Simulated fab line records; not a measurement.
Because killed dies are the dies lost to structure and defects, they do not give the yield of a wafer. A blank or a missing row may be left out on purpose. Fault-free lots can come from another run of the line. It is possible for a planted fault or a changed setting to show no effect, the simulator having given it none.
fab line records	flow nandHarc
[record] lots = 6	wafers = 18	lastDay = 33
route steps=1302 shown P_CONTACT@236
lots untouched by any fault: they come from a run of this same line in which no faults occurred
startH: hours from the record's first day to the start of the lot's first wafer shown	waitH: hours since the lot's step before	" as in the row above	L1.1+2: one row covering several wafers at once	- no value, or no start given	* or withheld: withheld	< > ~ a bound
route shown NAME@n: names a module that has steps shown in the file, with the first one's number in the route	usual: average and standard deviation across the fault-free wafers	same: alike in all rows	chamber/n: place in a boat	sites: each site's reading	_std_site: how widely they spread, as a standard deviation	_edge_site: inner sites' mean taken away from outer sites' mean	radiusMm: how far each site lies from the wafer's centre	mask NAME#n: copy n	behind: tool/chamber where the wafer was last shaped	hold: cause of the lot's hold/its duration in hours/its outcome	device: which transistor (n, p or np) failed to switch	end of line: tests run on the same wafers once the route is complete	step lacking rows: just its recipe	killed: dies lost to structure and defects at the first sort, not the wafer's yield	map: a wafer's dies, x killed, . not, _ none there
set.NAME: the setting as run; set.NAME@STEP: as run at that earlier step	model.NAME: the simulator's own value behind a step, which no gauge read
lots seen at some steps along the route; tables by step, rows by wafer
services: a tool's chamber out of use, with start hour (startH, from the record's first day; less than 0 if before it), hours out, and reason
[[steps]]
[step NHARC_P_CONTACT_ETCH_35]
[recipe] targetDepthA = 390	overEtchFrac = 0.3	timeS = 65	ionEnergyEv = 80	cf4FlowSccm = 150	arFlowSccm = 0	rfW = 300	biasW = 100	chemistry = CF4
[step NHARC_P_CONTACT_ETCH_36]
[recipe] targetDepthA = 2600	overEtchFrac = 0.25	timeS = 406.25	ionEnergyEv = 200	n2FlowSccm = 150	h2FlowSccm = 150	arFlowSccm = 0	rfW = 400	biasW = 150	chemistry = N2/H2
[step NHARC_P_CONTACT_ETCH_18]
[recipe] targetDepthA = 4810	timeS = 240.5	c4f8FlowSccm = 20	o2FlowSccm = 10	arFlowSccm = withheld	rfW = 600	biasW = 1500	chemistry = C4F8/O2/Ar
[step NHARC_P_CONTACT_STRIP_37]
[recipe] c4f8FlowSccm = withheld	o2FlowSccm = 8	arFlowSccm = withheld	biasW = 0	chemistry = C4F8/O2/Ar
[step NHARC_P_CONTACT_ETCH_31]
[recipe] targetDepthA = 300	timeS = 85.7	ionEnergyEv = 120	overEtchFrac = 1	ch3fFlowSccm = 50	o2FlowSccm = 30	arFlowSccm = 200	rfW = 500	biasW = 100	chemistry = CH3F/O2
[usual] chamberPressureMTorr = 24.999/0.021	drypumpMotorCurrentA = 5.7/0.46	oesProductAu = 0.978/0.013	rfVppV = 245.2/1.4	showerheadPlenumPTorr = 2.52/0.081	throttleValvePct = 20.663/0.009
lot.wafer	tool	chamber	startH	waitH	chamberPressureMTorr	drypumpMotorCurrentA	oesProductAu	rfHoursCounterH	rfVppV	showerheadPlenumPTorr	throttleValvePct
L302.2	rieDiel-12	1	-	-	24.980	5.3	0.995	0.7	244.5	2.50	20.672
L302.1	"	2	"	"	25.013	6.4	0.963	0.6	243.5	2.37	20.669
L302.6	"	1	"	"	25.034	5.3	0.980	-	245.1	2.50	20.669
L309.3	rieDiel-07	3	-	-	24.979	6.1	0.983	3.9	246.0	2.50	20.664
L309.5	"	1	"	"	24.987	5.1	0.976	-	246.0	2.63	20.652
L309.6	"	2	"	"	25.020	6.4	0.981	-	244.6	2.38	20.660
L311.4	rieDiel-02	1	-	-	24.989	5.8	0.980	4.0	245.5	2.55	20.682
L311.2	"	2	"	"	24.996	5.9	0.986	4.2	246.7	2.59	20.646
L311.5	"	3	"	"	25.008	5.8	1.003	-	245.7	2.60	20.659
L312.4	rieDiel-12	0	-	-	24.954	5.1	0.955	3.3	244.8	2.61	20.659
L312.6	"	0	"	"	24.985	5.0	0.953	-	247.2	2.61	20.654
L312.5	"	1	"	"	25.015	5.3	0.963	-	245.3	2.50	20.665
L317.4	rieDiel-07	2	-	-	25.011	6.5	0.993	7.9	242.3	2.38	20.662
L317.6	"	2	"	"	24.999	6.4	0.991	-	243.8	2.38	20.666
L317.5	"	3	"	"	24.985	6.0	0.988	-	245.4	2.49	20.671
L324.2	rieDiel-07	2	-	-	24.992	6.5	0.950	2.2	244.9	2.38	20.658
L324.6	"	3	"	"	25.004	6.1	0.982	-	244.8	2.49	20.659
L324.5	"	0	"	"	24.982	5.5	0.975	-	245.1	2.56	20.647
[step NHARC_P_CONTACT_CD_MEAS_19]
[usual] cdNm = 89.4/1.5
lot.wafer	tool	chamber	startH	waitH	cdNm
L302.1	cdSem-03	-	123.07	-	89.7
L302.2	"	-	"	"	88.2
L302.6	"	-	"	"	88.8
L309.3	cdSem-01	-	183.22	-	91.2
L309.5	"	-	"	"	89.2
L309.6	"	-	"	"	86.0
L311.2	cdSem-03	-	204.38	-	90.5
L311.4	"	-	"	"	90.7
L311.5	"	-	"	"	89.6
L312.4	cdSem-01	-	224.66	-	90.0
L312.5	"	-	"	"	89.4
L312.6	"	-	"	"	89.3
L317.4	cdSem-02	-	265.80	-	88.4
L317.5	"	-	"	"	89.2
L317.6	"	-	"	"	91.4
L324.2	cdSem-01	-	339.40	-	91.9
L324.5	"	-	"	"	91.7
L324.6	"	-	"	"	92.1
[step NHARC_P_CONTACT_STRIP_28]
[recipe] o2FlowSccm = 500	arFlowSccm = 0	biasW = 0	chemistry = O2
[usual] chamberPressureMTorr = 60.00/0.054	drypumpMotorCurrentA = 5.8/0.43	oesProductAu = 1.001/0.0075	rfVppV = 58.1/0.97	showerheadPlenumPTorr = 3.61/0.11	throttleValvePct = 17.038/0.0084
lot.wafer	tool	chamber	startH	waitH	chamberPressureMTorr	drypumpMotorCurrentA	oesProductAu	rfHoursCounterH	rfVppV	showerheadPlenumPTorr	throttleValvePct
L302.1	rieDiel-02	0	123.16	0.1	60.04	5.6	0.999	1.8	57.2	3.53	17.037
L302.2	"	2	"	"	60.00	6.0	0.993	1.8	59.0	3.71	17.031
L302.6	"	3	"	"	60.05	5.8	1.001	-	58.2	3.72	17.047
L309.3	rieDiel-12	1	183.29	0.1	59.92	5.3	1.007	2.8	58.5	3.58	17.044
L309.6	"	1	"	"	60.04	5.3	1.003	-	59.1	3.58	17.039
L309.5	"	2	"	"	59.99	6.4	1.002	-	56.3	3.40	17.035
L311.2	rieDiel-12	1	204.47	0.1	60.06	5.2	1.015	3.6	58.9	3.58	17.049
L311.4	"	1	"	"	59.96	5.3	0.993	-	58.5	3.58	17.038
L311.5	"	2	"	"	59.96	6.3	1.003	-	55.8	3.40	17.020
L312.4	rieDiel-07	0	224.74	0.1	59.95	5.5	0.999	4.6	59.7	3.67	17.045
L312.5	"	3	"	"	59.95	6.1	1.005	-	58.2	3.58	17.019
L312.6	"	0	"	"	59.95	5.5	0.998	-	59.4	3.67	17.049
L317.4	rieDiel-07	2	265.87	0.1	59.92	6.4	1.005	8.0	57.4	3.42	17.042
L317.6	"	2	"	"	59.96	6.4	1.005	-	57.0	3.42	17.025
L317.5	"	3	"	"	60.02	6.0	1.009	-	57.8	3.58	17.049
L324.2	rieDiel-02	0	339.49	0.1	60.06	5.6	1.008	3.1	58.0	3.53	17.032
L324.5	"	3	"	"	60.03	5.8	1.004	-	58.7	3.72	17.032
L324.6	"	0	"	"	60.07	5.6	1.006	-	58.5	3.53	17.021
[step NHARC_P_CONTACT_STRIP_29]
[recipe] timeS = 1200	tempC = 72.5	chemistry = postEtchResidueRemover
[step NHARC_P_CONTACT_DEGAS_38]
[recipe] tempC = 300	timeS = 60
[usual] heaterPowerW = 459/45
lot.wafer	tool	chamber	startH	waitH	heaterPowerW
L302.1	pvdSputter-02	-	123.78	-	386
L302.2	"	-	"	"	506
L302.6	"	-	"	"	387
L309.3	pvdSputter-02	-	183.92	-	391
L309.6	"	-	"	"	382
L309.5	"	-	"	"	479
L311.2	pvdSputter-01	-	205.12	-	535
L311.4	"	-	"	"	421
L311.5	"	-	"	"	501
L312.4	pvdSputter-01	-	225.37	-	517
L312.6	"	-	"	"	514
L312.5	"	-	"	"	520
L317.4	pvdSputter-03	-	266.54	-	448
L317.6	"	-	"	"	432
L317.5	"	-	"	"	423
L324.2	pvdSputter-02	-	340.14	-	478
L324.6	"	-	"	"	485
L324.5	"	-	"	"	387
[step NHARC_P_CONTACT_PRE_CLEAN_39]
[recipe] timeS = 19.5	biasV = 250	gas = Ar
[step NHARC_P_CONTACT_PVD_32]
[recipe] targetThkA = 50	chamberPressurePa = 5	powerW = 5000	substrateTempC = 200	timeS = 17.7	material = Ti
[usual] throttleValvePct = 29.5/1
lot.wafer	tool	chamber	startH	waitH	throttleValvePct
L302.2	pvdSputter-02	-	-	-	28.9
L302.1	"	-	"	"	29.7
L302.6	"	-	"	"	30.6
L309.3	pvdSputter-02	-	-	-	30.4
L309.5	"	-	"	"	29.6
L309.6	"	-	"	"	29.6
L311.4	pvdSputter-01	-	-	-	29.9
L311.2	"	-	"	"	30.4
L311.5	"	-	"	"	30.1
L312.4	pvdSputter-01	-	-	-	27.8
L312.5	"	-	"	"	27.7
L312.6	"	-	"	"	30.1
L317.4	pvdSputter-03	-	-	-	30.2
L317.6	"	-	"	"	31.1
L317.5	"	-	"	"	28.9
L324.2	pvdSputter-02	-	-	-	29.6
L324.5	"	-	"	"	29.8
L324.6	"	-	"	"	29.3
[step NHARC_P_CONTACT_ALD_22]
[recipe] targetThkA = 30	pulseTimeS = 1	aldCycles = 150	tempC = 450	material = TiN
[usual] heaterPowerW = 1078/100	precursorPulseHeightRel = 0.999/0.019
lot.wafer	tool	chamber	startH	waitH	heaterPowerW	precursorPulseHeightRel
L302.2	aldMetal-02	1	124.02	-	1163	1.000
L302.1	"	2	"	"	1315	1.001
L302.6	"	1	"	"	1137	1.022
L309.3	aldMetal-02	3	184.20	-	1160	1.009
L309.5	"	1	"	"	1085	1.014
L309.6	"	2	"	"	1307	1.025
L311.4	aldMetal-01	2	205.37	-	1099	0.987
L311.2	"	3	"	"	1080	1.036
L311.5	"	2	"	"	1063	1.000
L312.4	aldMetal-03	2	225.65	-	1071	0.993
L312.6	"	0	"	"	953	0.985
L312.5	"	1	"	"	998	1.006
L317.4	aldMetal-02	1	266.79	-	1130	0.994
L317.6	"	3	"	"	1079	1.005
L317.5	"	0	"	"	913	1.000
L324.2	aldMetal-03	0	340.38	-	966	0.972
L324.5	"	3	"	"	978	0.989
L324.6	"	0	"	"	947	1.006
[step NHARC_P_CONTACT_CVD_23]
[recipe] targetThkA = 2000	tempC = 300	pressureTorr = 40	wf6FlowSccm = 40	h2FlowSccm = 1600	arFlowSccm = 1560	timeS = 557	material = W
[usual] heaterPowerW = 486/28	throttleValvePct = 8.04/0.22
lot.wafer	tool	chamber	startH	waitH	heaterPowerW	throttleValvePct
L302.2	cvdW-02	1	124.22	-	469	8.07
L302.1	"	0	"	"	531	8.24
L302.6	"	0	"	"	522	8.07
L309.3	cvdW-02	0	184.64	-	515	8.31
L309.5	"	1	"	"	465	7.97
L309.6	"	0	"	"	512	8.02
L311.2	cvdW-01	1	205.65	-	466	7.84
L311.4	"	0	"	"	487	7.65
L311.5	"	1	"	"	463	7.51
L311.2	cvdW-01	1	206.44	0.7	456	7.72
L311.4	"	0	"	"	500	8.02
L311.5	"	1	"	"	456	7.36
L312.4	cvdW-02	0	225.99	-	516	8.35
L312.5	"	0	"	"	511	8.19
L312.6	"	1	"	"	466	8.16
L312.4	cvdW-02	0	226.77	0.7	503	8.21
L312.5	"	0	"	"	517	8.25
L312.6	"	1	"	"	473	8.10
L317.4	cvdW-02	1	267.14	-	467	7.92
L317.6	"	1	"	"	472	8.04
L317.5	"	0	"	"	526	8.10
L324.2	cvdW-02	1	340.65	-	443	7.86
L324.5	"	0	"	"	519	8.33
L324.6	"	1	"	"	444	8.16
[step NHARC_P_CONTACT_CMP_24]
[recipe] tOverpolishS = 30	targetThkNm = 200
[usual] motorCurrentA = 11.5/1.3	overpolishRunS = 30.001/0.0087	timeToEndpointS = 40/3
lot.wafer	tool	chamber	startH	waitH	motorCurrentA	overpolishRunS	timeToEndpointS
L302.1	cmp-02	0	124.92	0.5	11.8	29.993	37
L302.2	"	1	"	"	11.2	30.009	41
L302.6	"	3	"	"	9.8	30.010	36
L309.3	cmp-01	1	185.04	0.3	11.3	29.998	39
L309.6	"	0	"	"	12.0	30.003	42
L309.5	"	1	"	"	11.8	30.002	38
L311.2	cmp-02	0	207.28	0.8	11.6	29.990	78
L311.4	"	2	"	"	16.0	29.996	73
L311.5	"	1	"	"	10.6	29.991	77
L312.4	cmp-02	2	227.36	0.5	15.7	30.003	71
L312.5	"	1	"	"	10.8	29.996	76
L312.6	"	2	"	"	15.4	29.990	72
L317.4	cmp-02	1	267.63	0.4	10.9	29.999	40
L317.6	"	0	"	"	11.7	29.991	38
L317.5	"	1	"	"	10.7	29.999	38
L324.2	cmp-01	0	341.25	0.5	12.4	29.996	41
L324.6	"	2	"	"	10.6	30.016	43
L324.5	"	3	"	"	12.4	30.009	36
[[services]]
tool	chamber	startH	hours	kind
pvdSputter-02	-	104.07	10.0	pm
rieDiel-07	-	117.20	9.0	pm
cmp-02	-	134.50	4.0	pm
pvdSputter-02	-	150.74	3.4	repair
rieDiel-07	2	152.82	14.4	repair
pvdSputter-02	-	172.72	1.0	repair
cmp-02	-	178.11	2.7	repair
pvdSputter-01	-	180.58	1.8	repair
rieDiel-12	0	189.20	18.0	repair
cmp-02	-	208.11	1.2	repair
rieDiel-07	0	212.98	8.6	repair
rieDiel-12	-	218.20	0.8	repair
pvdSputter-01	-	226.04	10.0	pm
cmp-02	-	232.51	4.0	pm
cmp-02	-	252.66	3.2	repair
rieDiel-12	0	267.04	37.2	repair
rieDiel-12	-	268.44	9.0	pm
cvdW-02	-	269.48	13.0	pm
pvdSputter-02	-	282.07	10.0	pm
cmp-02	-	293.17	3.6	repair
rieDiel-07	-	294.20	9.0	pm
pvdSputter-02	-	295.20	1.3	repair
cvdW-02	1	301.06	2.5	repair
rieDiel-07	0	306.84	2.5	repair
[[key]]
[firstSign] step = NHARC_P_CONTACT_CVD_23	reading = visit	direction = added
[effect] step = NHARC_P_CONTACT_CMP_24	reading = timeToEndpointS	direction = up	sigmas = 11	usual = *	struck = *
metAt NHARC_P_CONTACT_CVD_23
struckWafers L311.2,L311.4,L311.5,L312.4,L312.5,L312.6
testerLeftOut L311,L312
[fault] kind = repeatedStepWhole	tool = cvdW-01,cvdW-02	chamber = -	onsetH = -	steps = NHARC_P_CONTACT_CVD_23	times = 1	scope = struckLotsOnly
// testerLeftOut: of these lots the tester's yield and bins aren't shown, on N5 and GAA mostly nor the transistor test; their killed dies are dies lost to structure and defects alone, not to doping, threshold or leakage, so they don't give the yield
